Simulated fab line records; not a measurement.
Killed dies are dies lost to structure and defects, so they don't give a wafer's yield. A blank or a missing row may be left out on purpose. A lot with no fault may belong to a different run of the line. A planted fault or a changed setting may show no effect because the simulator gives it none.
Which tool is to blame?    flow n5Finfet    24 lots with 72 wafers sampled at 5 steps, on a route of 1938 steps

## WHAT EACH GAUGE READ, for each wafer
N5_DUMMY_GATE_INSPECT_17: inspects for defects (brightfield).
lot   measured     on                rawDefectCount
L074  day 3 00:42  defectInspect-02  152 163 126
L075  day 3 06:52  defectInspect-02  181 246 145
L076  day 3 11:37  defectInspect-02  169 252 192
L077  day 3 19:32  defectInspect-02  173 169 255
L078  day 4 03:10  defectInspect-02  217 246 224
L079  day 4 10:23  defectInspect-01  117 153 147
L080  day 4 15:04  defectInspect-02  205 263 194
L081  day 4 21:16  defectInspect-01  234 197 177
L082  day 4 23:33  defectInspect-02  225 244 140
L083  day 5 05:04  defectInspect-02  186 143 176
L084  day 5 09:04  defectInspect-01  135 150 160
L085  day 5 19:07  defectInspect-02  234 229 296
L086  day 5 20:56  defectInspect-02  177 213 173
L087  day 6 04:49  defectInspect-01  149 209 218
L088  day 6 12:49  defectInspect-02  149 198 172
L089  day 6 23:02  defectInspect-02  193 234 116
L090  day 7 06:35  defectInspect-02  139 219 208
L091  day 7 10:16  defectInspect-02  130 120 113
L092  day 7 10:37  defectInspect-02  127 179 164
L093  day 7 18:29  defectInspect-01  204 142 138
L094  day 8 03:10  defectInspect-01  198 166 184
L095  day 8 13:40  defectInspect-02  245 199 224
L097  day 9 00:53  defectInspect-01  244 131 155
L096  day 9 04:40  defectInspect-02  192 163 323

N5_SPACER0_INSPECT_04: inspects for defects (darkfield).
lot   measured     on                rawDefectCount
L074  day 3 02:56  defectInspect-02  130 139 118
L075  day 3 08:40  defectInspect-02  143 176 98
L076  day 3 13:28  defectInspect-01  93 147 133
L077  day 3 21:42  defectInspect-02  129 135 164
L078  day 4 05:01  defectInspect-02  130 151 156
L079  day 4 12:11  defectInspect-02  87 107 88
L080  day 4 17:05  defectInspect-02  123 190 127
L081  day 4 23:52  defectInspect-02  202 144 131
L082  day 5 02:26  defectInspect-02  174 163 101
L083  day 5 07:07  defectInspect-01  113 119 108
L084  day 5 10:59  defectInspect-02  95 107 96
L085  day 5 21:20  defectInspect-02  187 180 181
L086  day 5 22:50  defectInspect-01  108 138 99
L087  day 6 06:53  defectInspect-02  99 155 138
L088  day 6 14:43  defectInspect-01  93 123 113
L089  day 7 00:49  defectInspect-01  115 126 98
L090  day 7 08:40  defectInspect-01  110 124 137
L091  day 7 12:19  defectInspect-02  141 103 101
L092  day 7 12:52  defectInspect-02  87 199 112
L093  day 7 20:17  defectInspect-01  152 131 102
L094  day 8 05:01  defectInspect-02  140 134 130
L095  day 8 15:34  defectInspect-01  142 126 154
L097  day 9 03:11  defectInspect-02  151 114 126
L096  day 9 06:27  defectInspect-01  145 116 184

N5_SD_EPI_N_INSPECT_11: inspects for defects (macro).
lot   measured     on                rawDefectCount
L074  day 3 03:23  defectInspect-02  5 3 5
L075  day 3 09:07  defectInspect-02  1 2 0
L076  day 3 13:55  defectInspect-02  1 0 0
L077  day 3 22:01  defectInspect-02  3 2 2
L078  day 4 05:30  defectInspect-01  2 3 2
L079  day 4 12:31  defectInspect-02  1 2 1
L080  day 4 17:32  defectInspect-02  2 2 4
L081  day 5 00:11  defectInspect-01  1 4 2
L082  day 5 02:53  defectInspect-02  1 4 2
L083  day 5 07:34  defectInspect-02  2 2 2
L084  day 5 11:26  defectInspect-02  2 1 2
L085  day 5 21:47  defectInspect-01  4 3 0
L086  day 5 23:10  defectInspect-02  2 3 1
L087  day 6 07:20  defectInspect-02  1 1 3
L088  day 6 15:02  defectInspect-02  3 3 0
L089  day 7 01:16  defectInspect-01  1 1 2
L090  day 7 09:07  defectInspect-02  1 0 1
L091  day 7 12:46  defectInspect-01  4 2 2
L092  day 7 13:11  defectInspect-01  3 3 2
L093  day 7 20:44  defectInspect-01  4 2 3
L094  day 8 05:29  defectInspect-01  1 0 1
L095  day 8 16:01  defectInspect-02  3 2 3
L097  day 9 03:38  defectInspect-01  1 3 1
L096  day 9 06:54  defectInspect-01  3 1 2

## EACH LOT AND THE TOOL THAT RAN IT (in order: tool; ch and the chambers of the sampled wafers; start)
lot   N5_DUMMY_GATE_CMP_04          N5_DUMMY_GATE_ETCH_44
L074  cmp-02 ch 2,3, day 2 18:04    rieSi-01 ch 1,2,3, day 3 01:56
L075  cmp-01 ch 0,2, day 3 00:19    rieSi-01 ch 0,1, day 3 07:40
L076  cmp-03 ch 0,1,3, day 3 06:52  rieSi-01 ch 2,3, day 3 12:28
L077  cmp-01 ch 2,3, day 3 14:55    rieSi-01 ch 2,3, day 3 20:33
L078  cmp-01 ch 0,1,2, day 3 22:37  rieSi-05 ch 0,1,2, day 4 04:01
L079  cmp-02 ch 0,2, day 4 05:45    rieSi-01 ch 1,2,3, day 4 11:11
L080  cmp-02 ch 1,2,3, day 4 10:25  rieSi-03 ch 1,2,3, day 4 15:53
L081  cmp-01 ch 0,1,2, day 4 16:30  rieSi-01 ch 1,2, day 4 22:31
L082  cmp-01 ch 2,3, day 4 18:53    rieSi-05 ch 0,1,3, day 5 00:49
L083  cmp-01 ch 1,2,3, day 5 00:25  rieSi-01 ch 1,2,3, day 5 06:07
L084  cmp-03 ch 0,2, day 5 04:25    rieSi-03 ch 1,2, day 5 09:51
L085  cmp-03 ch 0,2,3, day 5 12:33  rieSi-03 ch 0,2,3, day 5 19:56
L086  cmp-02 ch 1,2,3, day 5 16:10  rieSi-01 ch 0,1,3, day 5 21:43
L087  cmp-01 ch 0,2,3, day 6 00:02  rieSi-01 ch 1,2,3, day 6 05:53
L088  cmp-03 ch 1,2, day 6 08:03    rieSi-01 ch 0,1,3, day 6 13:43
L089  cmp-03 ch 0,3, day 6 16:29    rieSi-03 ch 0,3, day 6 23:49
L090  cmp-03 ch 0,2,3, day 6 18:49  rieSi-03 ch 0,1, day 7 07:39
L091  cmp-03 ch 1,2,3, day 7 02:19  rieSi-05 ch 0,1,3, day 7 11:11
L092  cmp-01 ch 0,1,3, day 7 05:59  rieSi-01 ch 0,2,3, day 7 11:44
L093  cmp-02 ch 1,2,3, day 7 13:45  rieSi-03 ch 0,2,3, day 7 19:17
L094  cmp-01 ch 0,2,3, day 7 20:40  rieSi-05 ch 1,2, day 8 03:58
L095  cmp-01 ch 0,1,3, day 8 09:01  rieSi-05 ch 0,2,3, day 8 14:32
L097  cmp-01 ch 1,3, day 8 20:07    rieSi-01 ch 0,1,3, day 9 01:51
L096  cmp-03 ch 0,2,3, day 8 20:28  rieSi-03 ch 0,2,3, day 9 05:27
- N5_DUMMY_GATE_CMP_04: polishes a-Si.
- N5_DUMMY_GATE_ETCH_44: etches poly-Si in HBr/O2, stops on SiO2, target depth 127.5 nm.

## AS READ BY THE TOOLS THEMSELVES (means over the sampled wafers that have a number; for cases with no such wafer, the mark the record gives instead)
N5_DUMMY_GATE_CMP_04.
lot   tool    motorCurrentA (A)  retainingRingPressureFrac  timeToEndpointS (s)
L074  cmp-02  10.0               1.002                      18.5
L075  cmp-01  11.9               1.000                      13.7
L076  cmp-03  10.0               1.000                      13.3
L077  cmp-01  12.2               0.999                      13.9
L078  cmp-01  12.0               1.002                      12.0
L079  cmp-02  9.3                1.001                      18.7
L080  cmp-02  9.8                1.001                      15.3
L081  cmp-01  12.3               1.007                      13.8
L082  cmp-01  11.4               0.998                      14.8
L083  cmp-01  12.1               1.002                      14.4
L084  cmp-03  8.5                1.006                      11.0
L085  cmp-03  9.0                0.997                      11.9
L086  cmp-02  9.9                0.998                      14.0
L087  cmp-01  11.9               0.994                      11.7
L088  cmp-03  9.4                0.997                      14.3
L089  cmp-03  9.6                1.001                      12.2
L090  cmp-03  9.0                1.003                      14.3
L091  cmp-03  9.4                1.005                      14.7
L092  cmp-01  11.5               0.997                      15.4
L093  cmp-02  10.1               0.997                      15.5
L094  cmp-01  11.6               1.005                      12.2
L095  cmp-01  11.7               0.995                      13.2
L097  cmp-01  10.9               1.001                      16.1
L096  cmp-03  9.4                1.001                      11.6

N5_DUMMY_GATE_ETCH_44.
lot   tool      drypumpMotorCurrentA (A)  oesProductAu (a.u.)  throttleValvePct (%)
L074  rieSi-01  5.5                       0.734                18.29
L075  rieSi-01  5.9                       0.727                18.38
L076  rieSi-01  5.5                       0.734                18.33
L077  rieSi-01  5.3                       0.730                18.29
L078  rieSi-05  6.0                       0.740                18.36
L079  rieSi-01  5.5                       0.731                18.31
L080  rieSi-03  5.2                       0.734                18.81
L081  rieSi-01  5.8                       0.732                18.35
L082  rieSi-05  5.9                       0.727                18.42
L083  rieSi-01  5.5                       0.732                18.30
L084  rieSi-03  5.4                       0.726                18.89
L085  rieSi-03  5.5                       0.730                18.63
L086  rieSi-01  5.6                       0.735                18.37
L087  rieSi-01  5.5                       0.732                18.31
L088  rieSi-01  5.6                       0.730                18.36
L089  rieSi-03  5.8                       0.734                18.41
L090  rieSi-03  6.0                       0.730                18.48
L091  rieSi-05  5.8                       0.731                18.43
L092  rieSi-01  5.6                       0.737                18.40
L093  rieSi-03  5.5                       0.738                18.63
L094  rieSi-05  6.0                       0.726                18.31
L095  rieSi-05  6.3                       0.725                18.35
L097  rieSi-01  5.6                       0.736                18.36
L096  rieSi-03  5.5                       0.735                18.63

## THE ANSWER, worked out from the rows above alone
Rule: the lots themselves supply what counts as usual. Put in order of their means at a reading, lots are off if they are a third of the lots or fewer, leave a main group of 4 or more, and stand apart from it by a gap of 3 or more times the standard deviation of the main group's means; of several such gaps the widest counts. A main group whose means are all the same, to the digits that the tables above print for the reading, isn't used. A lot without any number at a reading at which 4 lots or more have one is off too. Where the step has rows for the other lots, those lots are counted as sound. After the gauges, taken in route order, come the tools' own readings; for these a lot's mean is taken, as printed above. At the first step where some lot is off, the reading lying furthest off is the one used; lots without a number count as furthest.
Nothing can be told from this: no lot is off at any reading shown.

## WHAT THE SIMULATOR HAD INSERTED
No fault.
